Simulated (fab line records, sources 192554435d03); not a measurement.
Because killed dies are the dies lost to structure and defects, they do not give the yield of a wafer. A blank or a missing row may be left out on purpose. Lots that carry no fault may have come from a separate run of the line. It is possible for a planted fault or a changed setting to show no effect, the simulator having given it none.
Split-lot trial :: flow n5-finfet :: on a route of 1938 steps: 7 lots, 39 wafers read

THE SPLIT ITSELF
At N5_BEOL_M11_CVD_75 (deposits Co from CCTBA/H2, target thk 2 nm, time 138.9 s), the setting target-thk-a was moved away from the recipe's 20 angstrom on 15 of the 39 wafers read, by -45.0% to +57.0%. The other wafers ran this setting at the recipe's value.

The split's own step is where the reading is taken.

THE READING
Co_of_BEOL_M11_CVD_75.thk-nm (the simulator's own value, which no gauge read), in nm, at N5_BEOL_M11_CVD_75 (deposits Co from CCTBA/H2, target thk 2 nm, time 138.9 s). No usual value for it is given in the file. Across the 24 wafers here that went through the recipe, the average is 2.0 nm and the standard deviation 0.14 nm.

wafer: L074.1
tool, chamber at the split: cvd-co-02, 0,2
target-thk-a as run, angstrom: 11
against the recipe: -45.0%
Co_of_BEOL_M11_CVD_75.thk-nm, nm: 1
against lot-mates on the recipe: -0.9

wafer: L074.4
tool, chamber at the split: cvd-co-02, 0,2
target-thk-a as run, angstrom: 11
against the recipe: -45.0%
Co_of_BEOL_M11_CVD_75.thk-nm, nm: 1
against lot-mates on the recipe: -0.9

wafer: L074.2
tool, chamber at the split: cvd-co-02, 2
target-thk-a as run, angstrom: 20
against the recipe: recipe
Co_of_BEOL_M11_CVD_75.thk-nm, nm: 1.8
against lot-mates on the recipe: -

wafer: L074.3
tool, chamber at the split: cvd-co-02, 1,0
target-thk-a as run, angstrom: 20
against the recipe: recipe
Co_of_BEOL_M11_CVD_75.thk-nm, nm: 2
against lot-mates on the recipe: -

wafer: L074.5
tool, chamber at the split: cvd-co-02, 1,0
target-thk-a as run, angstrom: 20
against the recipe: recipe
Co_of_BEOL_M11_CVD_75.thk-nm, nm: 2
against lot-mates on the recipe: -

wafer: L074.6
tool, chamber at the split: cvd-co-02, 1
target-thk-a as run, angstrom: 11
against the recipe: -45.0%
Co_of_BEOL_M11_CVD_75.thk-nm, nm: 1.2
against lot-mates on the recipe: -0.7

wafer: L080.1
tool, chamber at the split: cvd-co-02, 2
target-thk-a as run, angstrom: 20
against the recipe: recipe
Co_of_BEOL_M11_CVD_75.thk-nm, nm: 1.8
against lot-mates on the recipe: -

wafer: L080.4
tool, chamber at the split: cvd-co-02, 2
target-thk-a as run, angstrom: 20
against the recipe: recipe
Co_of_BEOL_M11_CVD_75.thk-nm, nm: 1.8
against lot-mates on the recipe: -

wafer: L080.2
tool, chamber at the split: cvd-co-02, 1
target-thk-a as run, angstrom: 20
against the recipe: recipe
Co_of_BEOL_M11_CVD_75.thk-nm, nm: 2.2
against lot-mates on the recipe: -

wafer: L080.3
tool, chamber at the split: cvd-co-02, 0,0,1
target-thk-a as run, angstrom: 15.28
against the recipe: -23.6%
Co_of_BEOL_M11_CVD_75.thk-nm, nm: 1.6
against lot-mates on the recipe: -0.3

wafer: L080.5
tool, chamber at the split: cvd-co-02, 0,0,1
target-thk-a as run, angstrom: 15.28
against the recipe: -23.6%
Co_of_BEOL_M11_CVD_75.thk-nm, nm: 1.6
against lot-mates on the recipe: -0.3

wafer: L080.6
tool, chamber at the split: cvd-co-02, 0,0,1
target-thk-a as run, angstrom: 15.28
against the recipe: -23.6%
Co_of_BEOL_M11_CVD_75.thk-nm, nm: 1.6
against lot-mates on the recipe: -0.3

wafer: L086.2
tool, chamber at the split: cvd-co-02, 0
target-thk-a as run, angstrom: 20
against the recipe: recipe
Co_of_BEOL_M11_CVD_75.thk-nm, nm: 2.2
against lot-mates on the recipe: -

wafer: L086.3
tool, chamber at the split: cvd-co-02, 1,2
target-thk-a as run, angstrom: 20
against the recipe: recipe
Co_of_BEOL_M11_CVD_75.thk-nm, nm: 2
against lot-mates on the recipe: -

wafer: L086.6
tool, chamber at the split: cvd-co-02, 1,2
target-thk-a as run, angstrom: 20
against the recipe: recipe
Co_of_BEOL_M11_CVD_75.thk-nm, nm: 2
against lot-mates on the recipe: -

wafer: L090.1
tool, chamber at the split: cvd-co-02, 2
target-thk-a as run, angstrom: 20
against the recipe: recipe
Co_of_BEOL_M11_CVD_75.thk-nm, nm: 1.8
against lot-mates on the recipe: -

wafer: L090.2
tool, chamber at the split: cvd-co-02, 0,1
target-thk-a as run, angstrom: 20
against the recipe: recipe
Co_of_BEOL_M11_CVD_75.thk-nm, nm: 2
against lot-mates on the recipe: -

wafer: L090.3
tool, chamber at the split: cvd-co-02, 0,1
target-thk-a as run, angstrom: 20
against the recipe: recipe
Co_of_BEOL_M11_CVD_75.thk-nm, nm: 2
against lot-mates on the recipe: -

wafer: L090.4
tool, chamber at the split: cvd-co-02, 2
target-thk-a as run, angstrom: 14.52
against the recipe: -27.4%
Co_of_BEOL_M11_CVD_75.thk-nm, nm: 1.2
against lot-mates on the recipe: -0.7

wafer: L090.5
tool, chamber at the split: cvd-co-02, 0,1
target-thk-a as run, angstrom: 14.52
against the recipe: -27.4%
Co_of_BEOL_M11_CVD_75.thk-nm, nm: 1.4
against lot-mates on the recipe: -0.5

wafer: L090.6
tool, chamber at the split: cvd-co-02, 0,1
target-thk-a as run, angstrom: 14.52
against the recipe: -27.4%
Co_of_BEOL_M11_CVD_75.thk-nm, nm: 1.4
against lot-mates on the recipe: -0.5

wafer: L093.1
tool, chamber at the split: cvd-co-02, 0,1,0,1,2
target-thk-a as run, angstrom: 20
against the recipe: recipe
Co_of_BEOL_M11_CVD_75.thk-nm, nm: 2.2
against lot-mates on the recipe: -

wafer: L093.3
tool, chamber at the split: cvd-co-02, 0,1,0,1,2
target-thk-a as run, angstrom: 20
against the recipe: recipe
Co_of_BEOL_M11_CVD_75.thk-nm, nm: 2.2
against lot-mates on the recipe: -

wafer: L093.4
tool, chamber at the split: cvd-co-02, 0,1,0,1,2
target-thk-a as run, angstrom: 20
against the recipe: recipe
Co_of_BEOL_M11_CVD_75.thk-nm, nm: 2.2
against lot-mates on the recipe: -

wafer: L093.5
tool, chamber at the split: cvd-co-02, 0,1,0,1,2
target-thk-a as run, angstrom: 20
against the recipe: recipe
Co_of_BEOL_M11_CVD_75.thk-nm, nm: 2.2
against lot-mates on the recipe: -

wafer: L093.6
tool, chamber at the split: cvd-co-02, 0,1,0,1,2
target-thk-a as run, angstrom: 20
against the recipe: recipe
Co_of_BEOL_M11_CVD_75.thk-nm, nm: 2.2
against lot-mates on the recipe: -

wafer: L093.2
tool, chamber at the split: cvd-co-02, 2
target-thk-a as run, angstrom: 20
against the recipe: recipe
Co_of_BEOL_M11_CVD_75.thk-nm, nm: 2
against lot-mates on the recipe: -

wafer: L095.1
tool, chamber at the split: cvd-co-01, 1,2,1
target-thk-a as run, angstrom: 20
against the recipe: recipe
Co_of_BEOL_M11_CVD_75.thk-nm, nm: 2
against lot-mates on the recipe: -

wafer: L095.3
tool, chamber at the split: cvd-co-01, 1,2,1
target-thk-a as run, angstrom: 20
against the recipe: recipe
Co_of_BEOL_M11_CVD_75.thk-nm, nm: 2
against lot-mates on the recipe: -

wafer: L095.5
tool, chamber at the split: cvd-co-01, 1,2,1
target-thk-a as run, angstrom: 20
against the recipe: recipe
Co_of_BEOL_M11_CVD_75.thk-nm, nm: 2
against lot-mates on the recipe: -

wafer: L095.2
tool, chamber at the split: cvd-co-01, 0
target-thk-a as run, angstrom: 31.39
against the recipe: +57.0%
Co_of_BEOL_M11_CVD_75.thk-nm, nm: 3.4
against lot-mates on the recipe: +1.4

wafer: L095.4
tool, chamber at the split: cvd-co-01, 0,2
target-thk-a as run, angstrom: 31.39
against the recipe: +57.0%
Co_of_BEOL_M11_CVD_75.thk-nm, nm: 3.2
against lot-mates on the recipe: +1.2

wafer: L095.6
tool, chamber at the split: cvd-co-01, 0,2
target-thk-a as run, angstrom: 31.39
against the recipe: +57.0%
Co_of_BEOL_M11_CVD_75.thk-nm, nm: 3.2
against lot-mates on the recipe: +1.2

wafer: L097.1
tool, chamber at the split: cvd-co-02, 2
target-thk-a as run, angstrom: 20
against the recipe: recipe
Co_of_BEOL_M11_CVD_75.thk-nm, nm: 2
against lot-mates on the recipe: -

wafer: L097.2
tool, chamber at the split: cvd-co-02, 0
target-thk-a as run, angstrom: 25.49
against the recipe: +27.4%
Co_of_BEOL_M11_CVD_75.thk-nm, nm: 2.8
against lot-mates on the recipe: +0.7

wafer: L097.3
tool, chamber at the split: cvd-co-02, 1,0
target-thk-a as run, angstrom: 20
against the recipe: recipe
Co_of_BEOL_M11_CVD_75.thk-nm, nm: 2.2
against lot-mates on the recipe: -

wafer: L097.4
tool, chamber at the split: cvd-co-02, 1,0
target-thk-a as run, angstrom: 20
against the recipe: recipe
Co_of_BEOL_M11_CVD_75.thk-nm, nm: 2.2
against lot-mates on the recipe: -

wafer: L097.5
tool, chamber at the split: cvd-co-02, 2,1
target-thk-a as run, angstrom: 25.49
against the recipe: +27.4%
Co_of_BEOL_M11_CVD_75.thk-nm, nm: 2.6
against lot-mates on the recipe: +0.5

wafer: L097.6
tool, chamber at the split: cvd-co-02, 2,1
target-thk-a as run, angstrom: 25.49
against the recipe: +27.4%
Co_of_BEOL_M11_CVD_75.thk-nm, nm: 2.6
against lot-mates on the recipe: +0.5
If several chambers appear in one row, that row covers several wafers at once and the file leaves open which wafer was in which chamber.

FIT RESULTS
A straight line over all 39 wafers: Co_of_BEOL_M11_CVD_75.thk-nm changes by +0.0219 nm for each +1% of target-thk-a; r = +0.97; the points scatter about the line by 0.13 nm.
The same after taking each lot's own level away (the mean of its wafers on the recipe; 39 wafers): +0.0205 nm for each +1%; r = +0.98; scatter 0.11 nm.
According to that fit, moving target-thk-a by its largest amount changes the reading by 1.2 nm.
From 1.93 to 2.17 nm: that is the span of the lots' own levels, equal to 1.7 times the standard deviation above.
So the lot-to-lot level changes the slope little: the two slopes agree.
Check: for one of the wafers moved furthest among these (+57.0%), held out of the fit, the line's prediction against its lot-mates is +1.14 nm. It came out at +1.4 nm against them.

THESE WAFERS: OTHER SPLITS
Other splits were also applied to these wafers ahead of the reading. Each is held against what the fit with the lots' levels taken away leaves over:
other split on the same wafers: N5_BEOL_M5_TRENCH_ETCH_37 target-depth-a
wafers away from the commonest value: 9
r with Co_of_BEOL_M11_CVD_75.thk-nm (lot level and that fit taken away): -0.06

other split on the same wafers: N5_BEOL_M8_ILD_DEP_00 time-s
wafers away from the commonest value: 15
r with Co_of_BEOL_M11_CVD_75.thk-nm (lot level and that fit taken away): -0.21

FILE'S OWN FIT
Co_of_BEOL_M11_CVD_75.thk-nm changes by +0.0205 nm for each +1% of target-thk-a, r = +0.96.
